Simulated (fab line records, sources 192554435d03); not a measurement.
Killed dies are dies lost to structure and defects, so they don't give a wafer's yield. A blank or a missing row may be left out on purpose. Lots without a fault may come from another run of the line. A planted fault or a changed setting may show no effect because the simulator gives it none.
A struck lot beside a sound one | flow n5_finfet | 41 steps out of a route of 1938
Sound: wafers L610.1, L610.4, L610.6. Struck: wafer L619.4. (L619.5, L619.6 of the same lot were not struck and are left out.) The cause comes at the end.
At each step with rows: each side's tool, then ch and its chambers, then its first start. Under that, the readings that differ: sound wafers | struck wafers | difference of the means | sigmas: that difference in standard deviations of wafers without a fault.
alike: readings whose means differ by less than 2 such deviations, and words and numbers that are the same on both sides. not compared: withheld readings, readings that some wafer has no value for, bounds like >300 that may hide the same value, and numbers for which the record gives no deviation and whose values overlap.
The two part at a step that has a row with sigmas, a row that says differs or no value, or rows on one side only. Numbers that don't overlap but have no deviation are shown without sigmas and don't part them. A reading that every wafer of one side lacks parts them only if that side has two wafers or more.

first, 1 step without rows for these wafers: N5_BEOL_M11_STRIP_36 (strips in N2/H2).
N5_BEOL_M11_TRENCH_ETCH_37: etches SiCOH lowk in C4F6/O2, target depth 148.83 nm, time 48 s.
  sound on rie_diel-05 ch 0,1,3; struck on rie_diel-06 ch 0
  alike: C4F6_flow_sccm, drypump_motor_current_A, oes_product_au, rf_vpp_V, showerhead_plenum_p_Torr, throttle_valve_pct
  not compared: rf_hours_counter_h
then, 2 steps without rows for these wafers: N5_BEOL_M11_ETCH_41 (etches SiCN in CH3F/O2, target depth 42.6 nm, time 86 s); N5_BEOL_M11_STRIP_77 (strips in N2/H2, time 10 s).
N5_BEOL_M11_OCD_MEAS_38:
  sound on ocd-02, day 10 13:15; struck on ocd-01, day 14 04:22
  alike: trench_depth_nm
then, 4 steps without rows for these wafers: N5_BEOL_M11_HM_STRIP_39 (strips TiN in peroxide tin strip, target depth 25 nm, time 158 s); N5_BEOL_M11_SRD_40 (time 30 s); N5_BEOL_M11_PRECLEAN_42 (cleans in residue remover, time 60 s); N5_BEOL_M11_SRD_43 (time 30 s).
N5_BEOL_M11_CD_MEAS_35: target cd 70 nm.
  sound on cd_sem-01, day 10 13:30; struck on cd_sem-01, day 14 04:31
  alike: cd_nm
N5_BEOL_M11_CURE_72: cures SiCOH lowk, time 120 s.
  sound on uv_cure-01 ch 2, day 10 13:32; struck on uv_cure-02 ch 2, day 14 04:43
  alike: lamp_power_pct, wafer_temp_C_max
then, 1 step without rows for these wafers: N5_BEOL_M11_DEGAS_44 (time 60 s).
N5_BEOL_M11_PRE_CLEAN_45: time 30 s.
  sound on pvd_sputter-02, day 10 13:54; struck on pvd_sputter-03, day 14 05:04
  alike: heater_power_w
then, 3 steps without rows for these wafers: N5_BEOL_M11_ALD_74 (deposits TaN, target thk 2 nm, pulse time 2 s, purge time 3 s); N5_BEOL_M11_SURFACE_TREAT_76; N5_BEOL_M11_CVD_75 (deposits Co from CCTBA/H2, target thk 2 nm, time 138.9 s).
N5_BEOL_M11_SPUTTER_48: material Cu, target thk 12 nm, time 2 s.
  sound on pvd_sputter-02, day 10 16:10; struck on pvd_sputter-03, day 14 05:49
  reading                | sound          | struck | difference | sigmas
  throttle_valve_pct (%) | 31.2 30.5 29.6 | 32.9   | +2.5       | +2
  alike: chamber_pressure_pa, substrate_temp_c
then, 2 steps without rows for these wafers: N5_BEOL_M11_ECD_50 (material Cu, target thk 318 nm); N5_BEOL_M11_ANNEAL_51 (time 90 s).
N5_BEOL_M11_CMP_52: polishes, stops on SiCOH lowk, t overpolish 7 s, target thk 140 nm.
  sound on cmp-02 ch 1,2,3, day 10 16:41; struck on cmp-01 ch 0, day 14 06:23
  alike: barrier_field_endpoint_s, motor_current_A, overpolish_run_s, time_to_endpoint_s
N5_BEOL_M11_THK_MEAS_53: measures by xrf.
  sound on film_metro-02, day 10 16:59; struck on film_metro-01, day 14 06:38
  alike: M11_THK
then, 2 steps without rows for these wafers: N5_BEOL_M11_PRE_CLEAN_55 (time 15 s); N5_BEOL_M11_DEP_56 (deposits SiCN from 3MS/NH3, target thk 30 nm, time 10.5 s).
N5_BEOL_M11_RS_MEAS_57: measures by four-point-probe.
  sound on film_metro-02, day 10 17:07; struck on film_metro-02, day 14 06:46
  alike: M11_RS
then, 1 step without rows for these wafers: N5_BEOL_M12_ILD_DEP_00 (deposits SiOC from DEMS/O2, target thk 658.92 nm, time 130.7 s).
N5_BEOL_M12_THK_MEAS_01:
  sound on film_metro-01, day 10 17:19; struck on film_metro-02, day 14 06:58
  alike: M12_ILD_THK
then, 8 steps without rows for these wafers: N5_BEOL_M12_COAT_58 (time 60 s, resist thk 89 nm); N5_BEOL_M12_COAT_04 (resist thk 400 nm); N5_BEOL_M12_EBR_06; N5_BEOL_M12_SOFTBAKE_05 (time 60 s); N5_BEOL_M12_EXPOSE_07 (exposes mask V11); N5_BEOL_M12_PEB_08 (peb time 90 s); N5_BEOL_M12_DEVELOP_09 (develop time 45 s); N5_BEOL_M12_HARDBAKE_14 (time 120 s).
N5_BEOL_M12_CD_MEAS_10: target cd 140 nm.
  sound on cd_sem-03 ch 0, day 10 17:44; struck on cd_sem-02 ch 0, day 14 07:23
  alike: cd_nm
N5_BEOL_M12_OVL_MEAS_11:
  sound on overlay-01 ch 0, day 10 17:46; struck on overlay-01 ch 0, day 14 07:25
  alike: V11_OVL
then, 2 steps without rows for these wafers: N5_BEOL_M12_DESCUM_15 (chemistry O2, time 7.9 s); N5_BEOL_M12_ETCH_59 (etches BARC in N2/H2, target depth 89 nm, overetch 26.7 nm, time 67.9 s).
N5_BEOL_M12_VIA_ETCH_16: etches SiOC in C4F8/O2/Ar, target depth 724.8 nm.
  sound on rie_diel-02 ch 2,3, day 10 18:04; struck on rie_diel-04 ch 1, day 14 07:34
  reading      | sound             | struck | difference | sigmas
  rf_vpp_V (V) | 664.5 670.2 668.5 | 662.0  | -5.7       | -2
  alike: drypump_motor_current_A, oes_product_au, showerhead_plenum_p_Torr, throttle_valve_pct
then, 1 step without rows for these wafers: N5_BEOL_M12_STRIP_63 (strips in N2/H2).
N5_PASSIVATION_PROBE_49:
  the record has rows for the struck wafers here (prober-02, day 15 20:44) and none for the sound ones

WHERE THEY PART
First at N5_BEOL_M11_SPUTTER_48; last, within this record, at N5_PASSIVATION_PROBE_49.

WHY: what the simulator had put in
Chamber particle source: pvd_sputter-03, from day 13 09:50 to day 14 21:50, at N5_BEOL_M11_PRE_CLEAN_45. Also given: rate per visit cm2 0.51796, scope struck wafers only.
